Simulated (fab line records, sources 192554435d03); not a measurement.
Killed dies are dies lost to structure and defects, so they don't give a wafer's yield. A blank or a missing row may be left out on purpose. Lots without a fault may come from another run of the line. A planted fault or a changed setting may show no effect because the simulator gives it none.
fab line records | flow n5_finfet
record lots=7 wafers=21
route steps=1938 shown BEOL_M15@1801 PASSIVATION@1901
start_h: hours from the record's first day to the start of the lot's first wafer shown | wait_h: hours since the lot's step before | " the same as in the row above | L1.1+2: a row that stands for several wafers | - no value, or no start given | * or withheld: withheld | < > ~ a bound
route shown NAME@n: a module of which the file shows steps, and the number in the route of the first | usual: mean/standard deviation of fault-free wafers | same: alike in all rows | chamber/n: place in a boat | sites: the reading at each site | _std_site: their standard deviation | _edge_site: outer sites' mean less inner sites' | radius_mm: how far each site lies from the wafer's centre | mask NAME#n: copy n | behind: the tool/chamber that last shaped the wafer | hold: why the lot was held/for how many hours/how that ended | device: the transistor (n, p or np) that didn't switch | end of line: the same wafers' tests at the end of the route | a step without rows: its recipe alone | killed: dies lost to structure and defects at the first sort, not the wafer's yield | map: a wafer's dies, x killed, . not, _ none there
set.NAME: the setting as run; set.NAME@STEP: as run at that earlier step | model.NAME: the simulator's own value behind a step, which no gauge read
lots whose settings were changed on purpose; a table a step, a row a wafer
## steps
# step N5_BEOL_M15_PEB_26
# recipe peb_temp_c=130 peb_time_s=90
# columns lot.wafer tool chamber start_h wait_h set.peb_time_s
L075.1+5 litho_track-02 0 241.79 0.1 90
L075.4 " 0 " " 97.35
L078.1+2+4 litho_track-02 0 250.30 0.1 90
L084.2 litho_track-04 0 276.65 0.0 90
L084.3+5 " 0 " " 105.7
L085.2+6 litho_track-02 0 383.68 0.0 81.31
L085.4 " 0 " " 90
L089.1+4 litho_track-02 0 399.26 0.1 90
L089.5 " 0 " " 106.4
L096.1 litho_track-03 0 414.30 0.1 90
L096.2+3 " 0 " " 75.26
L097.2+6 litho_track-04 0 424.15 0.0 90
L097.4 " 0 " " 95.56
# step N5_BEOL_M15_DEVELOP_27
# recipe develop_time_s=45 rinse_liquid=diw dry=air_spin dev_temp_c=21
# step N5_BEOL_M15_HARDBAKE_32
# recipe temp_c=130 time_s=120
# step N5_BEOL_M15_CD_MEAS_28
# recipe target_cd_nm=407.6 landing_energy_ev=500 detector=se_inlens
# usual cd_nm=407.3/1.9
# columns lot.wafer tool chamber start_h wait_h set.peb_time_s@BEOL_M15_PEB_26 cd_nm
L075.1 cd_sem-02 0 241.90 - 90 411.8
L075.4 " 0 " " 97.35 413.8
L075.5 " 0 " " 90 407.7
L078.1 cd_sem-02 0 250.42 - 90 409.4
L078.2 " 0 " " 90 408.5
L078.4 " 0 " " 90 407.7
L084.2 cd_sem-03 0 276.76 - 90 406.2
L084.3 " 0 " " 105.7 413.2
L084.5 " 0 " " 105.7 411.5
L085.2 cd_sem-02 0 383.79 - 81.31 400.5
L085.4 " 0 " " 90 408.3
L085.6 " 0 " " 81.31 402.1
L089.1 cd_sem-02 0 399.37 - 90 406.0
L089.4 " 0 " " 90 407.8
L089.5 " 0 " " 106.4 412.9
L096.1 cd_sem-02 0 414.42 - 90 407.1
L096.2 " 0 " " 75.26 400.4
L096.3 " 0 " " 75.26 401.3
L097.2 cd_sem-01 0 424.26 - 90 408.8
L097.4 " 0 " " 95.56 410.9
L097.6 " 0 " " 90 407.9
# step N5_BEOL_M15_DESCUM_33
# recipe chemistry=O2 time_s=7.9 source_power_w=50 bias_power_w=20 pressure_mtorr=20 rf_frequency_hz=2.712e+07 temp_c=40 o2_flow_sccm=225
# columns lot.wafer tool chamber start_h wait_h set.peb_time_s@BEOL_M15_PEB_26 model.BEOL_M15.cd_nm
L075.1 rie_diel-05 0 242.21 0.3 90 411.8
L075.4 " 2 " " 97.35 414
L075.5 " 3 " " 90 407.6
L078.1 rie_diel-05 3 250.50 0.0 90 409
L078.2 " 2 " " 90 408.8
L078.4 " 0 " " 90 408
L084.2 rie_diel-05 0 276.85 0.0 90 406.2
L084.3 " 2 " " 105.7 413
L084.5 " 3 " " 105.7 411.6
L085.2 rie_diel-05 1 384.04 0.2 81.31 400.6
L085.4 " 0 " " 90 408.4
L085.6 " 3 " " 81.31 402.2
L089.1 rie_diel-06 0 399.62 0.2 90 405.8
L089.4 " 2 " " 90 407.8
L089.5 " 0 " " 106.4 412.6
L096.1 rie_diel-01 2 414.60 0.1 90 407
L096.2 " 1 " " 75.26 400.2
L096.3 " 3 " " 75.26 401.6
L097.2 rie_diel-06 0 424.35 0.0 90 409
L097.4 " 0 " " 95.56 410.6
L097.6 " 3 " " 90 407.6
# step N5_BEOL_M15_ETCH_61
# recipe chemistry=N2/H2 target=BARC target_depth_a=890 overetch_a=267 time_s=67.9 ion_energy_ev=200 pressure_mtorr=30 source_w=840 bias_w=150 n2_flow_sccm=200 h2_flow_sccm=200
# columns lot.wafer tool chamber start_h wait_h set.peb_time_s@BEOL_M15_PEB_26 model.BEOL_M15.cd_nm
L075.1 rie_diel-05 0 242.25 0.0 90 405.4
L075.4 " 2 " " 97.35 406
L075.5 " 3 " " 90 401.4
L078.1 rie_diel-05 3 250.54 0.0 90 402.8
L078.2 " 2 " " 90 401.6
L078.4 " 0 " " 90 400.6
L084.2 rie_diel-05 0 276.88 0.0 90 399.2
L084.3 " 2 " " 105.7 405.6
L084.5 " 3 " " 105.7 404.4
L085.2 rie_diel-05 1 384.07 0.0 81.31 393.6
L085.4 " 0 " " 90 401.8
L085.6 " 3 " " 81.31 395.6
L089.1 rie_diel-06 0 399.66 0.0 90 398
L089.4 " 2 " " 90 399.2
L089.5 " 0 " " 106.4 405.2
L096.1 rie_diel-01 2 414.63 0.0 90 398.8
L096.2 " 1 " " 75.26 392.8
L096.3 " 3 " " 75.26 394.8
L097.2 rie_diel-06 0 424.38 0.0 90 401.4
L097.4 " 0 " " 95.56 403.6
L097.6 " 3 " " 90 400.6
# step N5_BEOL_M15_TRENCH_ETCH_34
# recipe chemistry=C4F8/O2/Ar target=SiO2 target_depth_a=8729.3 he_inner_torr=15 he_outer_torr=30 time_s=199 ion_energy_ev=800 pressure_mtorr=20 source_w=1905 bias_w=2040 Ar_flow_sccm=400 C4F8_flow_sccm=16 O2_flow_sccm=12
# step N5_BEOL_M15_STRIP_62
# recipe chemistry=O2 power_w=600 temp_c=60 pressure_mtorr=30 rf_frequency_hz=6e+07 bias_power_w=0 overash_fraction=0.3 o2_flow_sccm=225
# step N5_BEOL_M15_STRIP_37
# recipe chemistry=O2 power_w=600 temp_c=60 pressure_mtorr=30 rf_frequency_hz=6e+07 bias_power_w=0 overash_fraction=0.3 o2_flow_sccm=225
# step N5_BEOL_M15_ETCH_38
# recipe chemistry=CF4/N2 target=SiCN target_depth_a=1064 taper_deg=2 time_s=120.5 ion_energy_ev=150 mask_material=SiO2 pressure_mtorr=40 source_w=430 bias_w=70 Ar_flow_sccm=100 cf4_flow_sccm=60 n2_flow_sccm=60
# columns lot.wafer tool chamber start_h wait_h set.temp_c@BEOL_M15_ILD_DEP_00 set.peb_time_s@BEOL_M15_PEB_26 model.SiO2_of_BEOL_M15_ILD_DEP_00.thk_nm model.BEOL_M15.cd_nm
L075.1 rie_diel-05 1 - - 400 90 1534 405
L075.4 " 3 " " 392.2 97.35 1639 405.4
L075.5 " 3 " " 392.2 90 1654 400.4
L078.1 rie_diel-06 2 - - 400 90 1544 402.4
L078.2 " 1 " " 400 90 1517 400.8
L078.4 " 3 " " 400 90 1549 399.8
L084.2 rie_diel-05 0 - - 395.9 90 1579 398.8
L084.3 " 2 " " 395.9 105.7 1574 405
L084.5 " 2 " " 400 105.7 1549 403.6
L085.2 rie_diel-06 0 - - 406.6 81.31 1476 394
L085.4 " 3 " " 406.6 90 1508 401.4
L085.6 " 3 " " 400 81.31 1562 395
L089.1 rie_diel-05 0 - - 404.7 90 1482 398
L089.4 " 1 " " 400 90 1587 399.2
L089.5 " 1 " " 400 106.4 1573 405.4
L096.1 rie_diel-06 3 - - 400 90 1543 398.2
L096.2 " 0 " " 405.5 75.26 1475 392.6
L096.3 " 2 " " 400 75.26 1538 394.2
L097.2 rie_diel-06 0 - - 400 90 1531 401.8
L097.4 " 0 " " 400 95.56 1572 404
L097.6 " 2 " " 392.3 90 1665 401.2
# step N5_PASSIVATION_EXPOSE_27
# recipe mask_id=PAD na=0.55 source_shape=conventional sigma_outer=0.8 polarization=unpolarized defocus_nm=0 dose_mj=32.3
# columns lot.wafer tool chamber start_h wait_h mask set.dose_mj
L075.1+4 krf_scanner-01 0 253.36 - PAD#0 32.3
L075.5 " 0 " " PAD#0 33.54
L078.1+2+4 krf_scanner-02 0 260.78 - PAD#0 32.3
L084.2+5 krf_scanner-01 0 290.33 - PAD#0 31.31
L084.3 " 0 " " PAD#0 32.3
L085.2+4 krf_scanner-02 0 397.37 - PAD#0 32.3
L085.6 " 0 " " PAD#0 33.97
L089.1 krf_scanner-02 0 415.93 - PAD#0 34.48
L089.4+5 " 0 " " PAD#0 32.3
L096.1 krf_scanner-01 0 427.44 - PAD#0 30.15
L096.2+3 " 0 " " PAD#0 32.3
L097.2+4+6 krf_scanner-01 0 441.43 - PAD#0 32.3
# step N5_PASSIVATION_PEB_28
# recipe peb_temp_c=withheld peb_time_s=*
# step N5_PASSIVATION_DEVELOP_29
# recipe develop_time_s=60 rinse_liquid=diw dry=air_spin dev_temp_c=21
# step N5_PASSIVATION_HARDBAKE_31
# recipe temp_c=130 time_s=120
# step N5_PASSIVATION_CD_MEAS_30
# recipe target_cd_nm=4000 landing_energy_ev=500 detector=se_inlens polarity=opening
# usual cd_nm=4001.0/1.8
# columns lot.wafer tool chamber start_h wait_h set.dose_mj@PASSIVATION_EXPOSE_27 cd_nm
L075.1 cd_sem-03 0 253.53 - 32.3 3999.7
L075.4 " 0 " " 32.3 4003.9
L075.5 " 0 " " 33.54 4009.8
L078.1 cd_sem-01 0 260.95 - 32.3 4000.5
L078.2 " 0 " " 32.3 4002.0
L078.4 " 0 " " 32.3 4001.7
L084.2 cd_sem-02 0 290.50 - 31.31 3996.4
L084.3 " 0 " " 32.3 4003.4
L084.5 " 0 " " 31.31 3997.4
L085.2 cd_sem-03 0 397.54 - 32.3 4000.1
L085.4 " 0 " " 32.3 4001.1
L085.6 " 0 " " 33.97 4006.5
L089.1 cd_sem-01 0 416.11 - 34.48 4015.8
L089.4 " 0 " " 32.3 4003.7
L089.5 " 0 " " 32.3 4002.1
L096.1 cd_sem-01 0 427.62 - 30.15 3991.8
L096.2 " 0 " " 32.3 4002.7
L096.3 " 0 " " 32.3 4002.2
L097.2 cd_sem-01 0 441.60 - 32.3 3999.2
L097.4 " 0 " " 32.3 4002.2
L097.6 " 0 " " 32.3 4002.8
## key
split step=N5_BEOL_M15_PEB_26 setting=peb_time_s stated=90 by=wafer
response step=N5_BEOL_M15_CD_MEAS_28 reading=cd_nm change=+0.394 per=1% r=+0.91
response step=N5_BEOL_M15_DESCUM_33 reading=model.BEOL_M15.cd_nm change=+0.389 per=1% r=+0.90
response step=N5_BEOL_M15_ETCH_61 reading=model.BEOL_M15.cd_nm change=+0.372 per=1% r=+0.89
response step=N5_BEOL_M15_ETCH_38 reading=model.BEOL_M15.cd_nm change=+0.365 per=1% r=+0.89
split step=N5_PASSIVATION_EXPOSE_27 setting=dose_mj stated=32.3 by=wafer
response step=N5_PASSIVATION_CD_MEAS_30 reading=cd_nm change=+1.7 per=1% r=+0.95
split outside_this_file step=N5_BEOL_M15_ILD_DEP_00 setting=temp_c
# split outside_this_file: this setting was split too, and the file shows its column; the key of that split is in another file
